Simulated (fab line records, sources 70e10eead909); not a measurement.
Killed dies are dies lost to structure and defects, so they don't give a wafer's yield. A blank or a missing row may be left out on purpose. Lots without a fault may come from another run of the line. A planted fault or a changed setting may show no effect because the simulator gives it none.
fab line records | flow nand_harc
record lots=5 wafers=15 last_day=31
route steps=1302 shown P_ZERO_WELL@44 END@1302
lots that met no fault: from a run of the same line without faults
start_h: hours from the record's first day to the start of the lot's first wafer shown | wait_h: hours since the lot's step before | " the same as in the row above | L1.1+2: a row that stands for several wafers | - no value, or no start given | * or withheld: withheld | < > ~ a bound
route shown NAME@n: a module of which the file shows steps, and the number in the route of the first | usual: mean/standard deviation of fault-free wafers | same: alike in all rows | chamber/n: place in a boat | sites: the reading at each site | _std_site: their standard deviation | _edge_site: outer sites' mean less inner sites' | radius_mm: how far each site lies from the wafer's centre | mask NAME#n: copy n | behind: the tool/chamber that last shaped the wafer | hold: why the lot was held/for how many hours/how that ended | device: the transistor (n, p or np) that didn't switch | end of line: the same wafers' tests at the end of the route | a step without rows: its recipe alone | killed: dies lost to structure and defects at the first sort, not the wafer's yield | map: a wafer's dies, x killed, . not, _ none there
set.NAME: the setting as run; set.NAME@STEP: as run at that earlier step | model.NAME: the simulator's own value behind a step, which no gauge read
lots at some steps of the route; a table a step, a row a wafer
services: from which hour (start_h, from the record's first day; less than 0 if before it) a tool's chamber was out of use, for how many hours, and why
## steps
# step NHARC_P_ZERO_WELL_CD_MEAS_37
# recipe target_cd_nm=720 landing_energy_ev=500
# usual cd_nm=720.8/2.3
# columns lot.wafer tool chamber start_h wait_h cd_nm
L373.1 cd_sem-02 0 24.05 - 719.2
L373.2 " 0 " " 718.6
L373.4 " 0 " " 722.5
L374.1 cd_sem-01 0 37.19 - 720.6
L374.3 " 0 " " 722.3
L374.6 " 0 " " 721.4
L381.2 cd_sem-03 0 104.56 - 723.0
L381.3 " 0 " " 718.8
L381.5 " 0 " " 717.8
L390.1 cd_sem-01 0 194.09 - 718.9
L390.4 " 0 " " 717.8
L390.6 " 0 " " 720.8
L391.1 cd_sem-01 0 203.98 - 719.9
L391.4 " 0 " " 720.6
L391.6 " 0 " " 717.0
# step NHARC_P_ZERO_WELL_HARDBAKE_38
# recipe temp_c=125 time_s=80
# step NHARC_P_ZERO_WELL_DESCUM_39
# recipe time_s=3 o2_flow_sccm=200 ar_flow_sccm=0 bias_power_w=0 chemistry=O2
# usual drypump_motor_current_A=5.8/0.34 oes_product_au=1.001/0.0098 rf_vpp_V=57.8/0.91 showerhead_plenum_p_Torr=1.91/0.065 throttle_valve_pct=11.311/0.0086
# same time_s=3
# columns lot.wafer tool chamber start_h wait_h drypump_motor_current_A oes_product_au rf_hours_counter_h rf_vpp_V showerhead_plenum_p_Torr throttle_valve_pct
L373.4 rie_diel-08 0 24.21 - 5.8 1.005 0 55.1 1.81 11.300
L373.2 " 1 " " 5.5 1.006 0 57.8 1.88 11.321
L373.1 " 3 " " 6.4 1.008 0 58.4 2.04 11.310
L374.3 rie_diel-08 1 37.35 - 5.5 1.018 3 56.9 1.88 11.297
L374.1 " 2 " " 5.9 0.985 4 58.7 2.01 11.317
L374.6 " 1 " " 5.5 1.018 - 58.0 1.88 11.303
L381.2 rie_diel-12 1 104.72 - 5.6 0.991 1 57.5 1.87 11.314
L381.3 " 0 " " 5.8 0.991 1 56.3 1.90 11.317
L381.5 " 2 " " 5.8 0.996 - 59.1 1.99 11.314
L390.1 rie_diel-07 1 194.26 - 6.3 1.009 25 58.2 1.86 11.305
L390.4 " 2 " " 5.9 1.004 16 58.3 1.93 11.314
L390.6 " 1 " " 6.3 1.003 - 57.5 1.86 11.293
L391.1 rie_diel-12 2 204.14 - 5.8 0.990 35 58.6 1.98 11.295
L391.4 " 3 " " 6.0 1.006 30 59.2 1.98 11.297
L391.6 " 2 " " 5.8 0.973 - 56.7 1.98 11.314
# step NHARC_P_ZERO_WELL_IMPLANT_40
# recipe energy_kev=300 dose_cm2=1e+13 tilt_deg=7
# step NHARC_P_ZERO_WELL_IMPLANT_59
# recipe energy_kev=120 dose_cm2=5e+12 tilt_deg=7
# step NHARC_P_ZERO_WELL_IMPLANT_60
# recipe energy_kev=30 dose_cm2=2e+12 tilt_deg=7
# step NHARC_P_ZERO_WELL_STRIP_41
# recipe time_s=840 temp_c=130 chemistry=SPM
# step NHARC_P_ZERO_WELL_DEHYDRATE_44
# recipe temp_c=150 time_s=120
# step NHARC_P_ZERO_WELL_HMDS_45
# recipe time_s=30
# step NHARC_P_ZERO_WELL_COAT_46
# recipe spin_rpm=withheld
# step NHARC_P_ZERO_WELL_SOFTBAKE_47
# recipe temp_c=122 time_s=95
# step NHARC_P_ZERO_WELL_EBR_48
# step NHARC_P_ZERO_WELL_EXPOSE_49
# recipe na=0.6 target_cd_nm=2000 dose_mj=22.64 mask_id=P_HVPW
# usual reticle_temp_C=23.00/0.11
# columns lot.wafer tool chamber start_h wait_h mask reticle_temp_C
L373.1 krf_scanner-03 0 25.53 - P_HVPW#0 23.16
L373.2 " 0 " " P_HVPW#0 23.12
L373.4 " 0 " " P_HVPW#0 23.06
L374.1 krf_scanner-03 0 38.55 - P_HVPW#0 22.92
L374.3 " 0 " " P_HVPW#0 22.90
L374.6 " 0 " " P_HVPW#0 22.94
L381.2 krf_scanner-03 0 105.94 - P_NWELL#0 22.91
L381.3 " 0 " " P_NWELL#0 22.92
L381.5 " 0 " " P_NWELL#0 22.81
L390.1 krf_scanner-01 0 195.44 - P_HVPW#0 23.04
L390.4 " 0 " " P_HVPW#0 22.95
L390.6 " 0 " " P_HVPW#0 23.02
L391.1 krf_scanner-02 0 205.46 - P_HVPW#0 23.02
L391.4 " 0 " " P_HVPW#0 23.00
L391.6 " 0 " " P_HVPW#0 23.02
# step NHARC_P_ZERO_WELL_PEB_50
# recipe peb_temp_c=118 peb_time_s=85
# step NHARC_P_ZERO_WELL_DEVELOP_51
# recipe time_s=70
# step NHARC_P_ZERO_WELL_CD_MEAS_52
# recipe target_cd_nm=2000 landing_energy_ev=500
# usual cd_nm=1999.9/2.6
# columns lot.wafer tool chamber start_h wait_h cd_nm
L373.1 cd_sem-02 0 25.68 - 2002.2
L373.2 " 0 " " 2001.4
L373.4 " 0 " " 2000.3
L374.1 cd_sem-01 0 38.70 - 2000.5
L374.3 " 0 " " 2000.3
L374.6 " 0 " " 1999.8
L381.2 cd_sem-02 0 106.10 - -
L381.3 " 0 " " -
L381.5 " 0 " " -
L390.1 cd_sem-03 0 195.60 - 1998.2
L390.4 " 0 " " 2000.1
L390.6 " 0 " " 2000.7
L391.1 cd_sem-01 0 205.62 - 2004.5
L391.4 " 0 " " 2004.3
L391.6 " 0 " " 2001.2
# step NHARC_P_ZERO_WELL_HARDBAKE_53
# recipe temp_c=125 time_s=80
# step NHARC_END_SORT_01
# recipe temp_c=25
# usual killed_at_array=56/17 killed_at_other=1.2/1.4 killed_at_periphery=4/3.2 killed_dies=61/16 killed_open=3.6/2.1 killed_short=2.7/1.8
# same gross_dies=677
# columns lot.wafer tool chamber start_h wait_h killed_at_array killed_at_other killed_at_periphery killed_dies killed_open killed_short
L381.2 prober-02 0 641.85 2.8 84 1 592 677 0 1
L381.3 prober-02 0 642.65 3.1 93 1 583 677 4 1
L381.5 prober-02 0 644.25 3.7 84 0 593 677 3 1
# killed by level:class
L381.2 P_ZERO_WELL:area_expose=587 A_SLIT:chamber_film_flake=34 A_CHANNEL_HOLE_D1:chamber_film_flake=30 A_CHANNEL_HOLE_D2:chamber_film_flake=11 A_STAIRCASE:chamber_film_flake=2 P_ZERO_WELL:chamber_film_flake=2 P_BONDPAD:chamber_film_flake=2 A_WL_FILL:chamber_film_flake=2
L381.3 P_ZERO_WELL:area_expose=580 A_CHANNEL_HOLE_D1:chamber_film_flake=38 A_SLIT:chamber_film_flake=34 A_CHANNEL_HOLE_D2:chamber_film_flake=11 A_WL_FILL:chamber_film_flake=4 P_M0:chamber_film_flake=2 A_CONTACT:chamber_film_flake=2 P_M2:geometric_particle:open=1
L381.5 P_ZERO_WELL:area_expose=588 A_SLIT:chamber_film_flake=31 A_CHANNEL_HOLE_D1:chamber_film_flake=26 A_CHANNEL_HOLE_D2:chamber_film_flake=12 A_WL_FILL:chamber_film_flake=3 A_CONTACT:chamber_film_flake=3 P_ZERO_WELL:chamber_film_flake=2 A_CHANNEL_FILL_D1:chamber_film_flake=2
# map L381.2 (x killed, . not)
____________x____________
_________xxxxxxx_________
_______xxxxxxxxxxx_______
______xxxxxxxxxxxxx______
_____xxxxxxxxxxxxxxx_____
____xxxxxxxxxxxxxxxxx____
____xxxxxxxxxxxxxxxxx____
___xxxxxxxxxxxxxxxxxxx___
___xxxxxxxxxxxxxxxxxxx___
__xxxxxxxxxxxxxxxxxxxxx__
__xxxxxxxxxxxxxxxxxxxxx__
_xxxxxxxxxxxxxxxxxxxxxxx_
_xxxxxxxxxxxxxxxxxxxxxxx_
_xxxxxxxxxxxxxxxxxxxxxxx_
_xxxxxxxxxxxxxxxxxxxxxxx_
_xxxxxxxxxxxxxxxxxxxxxxx_
xxxxxxxxxxxxxxxxxxxxxxxxx
xxxxxxxxxxxxxxxxxxxxxxxxx
xxxxxxxxxxxxxxxxxxxxxxxxx
xxxxxxxxxxxxxxxxxxxxxxxxx
xxxxxxxxxxxxxxxxxxxxxxxxx
_xxxxxxxxxxxxxxxxxxxxxxx_
_xxxxxxxxxxxxxxxxxxxxxxx_
_xxxxxxxxxxxxxxxxxxxxxxx_
_xxxxxxxxxxxxxxxxxxxxxxx_
_xxxxxxxxxxxxxxxxxxxxxxx_
__xxxxxxxxxxxxxxxxxxxxx__
__xxxxxxxxxxxxxxxxxxxxx__
___xxxxxxxxxxxxxxxxxxx___
___xxxxxxxxxxxxxxxxxxx___
____xxxxxxxxxxxxxxxxx____
____xxxxxxxxxxxxxxxxx____
_____xxxxxxxxxxxxxxx_____
______xxxxxxxxxxxxx______
_______xxxxxxxxxxx_______
_________xxxxxxx_________
____________x____________
# map L373.4 (x killed, . not)
____________.____________
_________......._________
_______..........._______
______.............______
_____.............x._____
____.................____
____.................____
___...................___
___...................___
__............x........__
__.....................__
_......................._
_..x...................._
_..................x...._
_..........x............_
_......................x_
....................x....
...............x.........
...............x.........
...............x...x.....
................x.x......
_................x.x...._
_................x..x..._
_...x.....x...x...xxxx.._
_....x..........xxxxxx.._
_..............x.xxxxxxx_
__.............x....x..__
__..............x...x..__
___.................xx___
___...............x.x.___
____..............x..____
____.................____
_____..............._____
______.............______
_______..........._______
_________......._________
____________.____________
## services
# columns tool chamber start_h hours kind
rie_diel-08 - 13.80 9.0 pm
rie_diel-08 0 13.80 9.0 vent_cycle
rie_diel-08 1 13.80 9.0 vent_cycle
krf_scanner-03 - 15.61 2.7 repair
krf_scanner-03 - 46.22 0.2 repair
krf_scanner-03 - 52.02 4.0 pm
rie_diel-12 - 56.26 7.1 repair
rie_diel-07 2 61.73 9.7 repair
rie_diel-08 0 64.02 2.9 repair
rie_diel-12 - 92.71 9.0 pm
krf_scanner-02 - 94.00 4.0 pm
rie_diel-08 0 94.80 1.9 repair
rie_diel-12 3 102.99 7.3 repair
krf_scanner-03 0 105.20 - calibration
rie_diel-08 1 111.23 1.2 repair
rie_diel-07 - 117.20 9.0 pm
rie_diel-12 1 137.57 9.9 repair
krf_scanner-01 - 140.00 4.0 pm
rie_diel-07 2 144.88 9.2 repair
krf_scanner-03 - 156.21 1.4 repair
rie_diel-12 - 177.68 1.4 repair
rie_diel-08 - 190.88 9.0 pm
krf_scanner-01 - 195.89 0.3 repair
rie_diel-07 3 202.03 9.6 repair
## key
first_sign step=NHARC_P_ZERO_WELL_EXPOSE_49 reading=mask direction=changed
effect step=NHARC_P_ZERO_WELL_CD_MEAS_52 reading=cd_nm direction=missing
effect step=NHARC_END_SORT_01 reading=killed_at_periphery direction=up sigmas=99+ usual=4 struck=589
more_kills_born_at NHARC_P_ZERO_WELL_EXPOSE_49@krf_scanner-03=1755
met_at NHARC_P_ZERO_WELL_EXPOSE_49
struck_wafers L381.2,L381.3,L381.5
later_rows_left_out L381.2,L381.3,L381.5
tester_left_out L381
onset_between 38.55 105.94
fault kind=wrong_mask tool=any chamber=- onset_h=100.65 steps=NHARC_P_ZERO_WELL_EXPOSE_49 aux_copy=P_NWELL#0 scope=struck_lots_only
# tester_left_out: of these lots the tester's yield and bins aren't shown, on N5 and GAA mostly nor the transistor test; their killed dies are dies lost to structure and defects alone, not to doping, threshold or leakage, so they don't give the yield
# later_rows_left_out: the simulator's readings of these wafers behind a module that went badly wrong aren't trusted and aren't shown, but for the sort
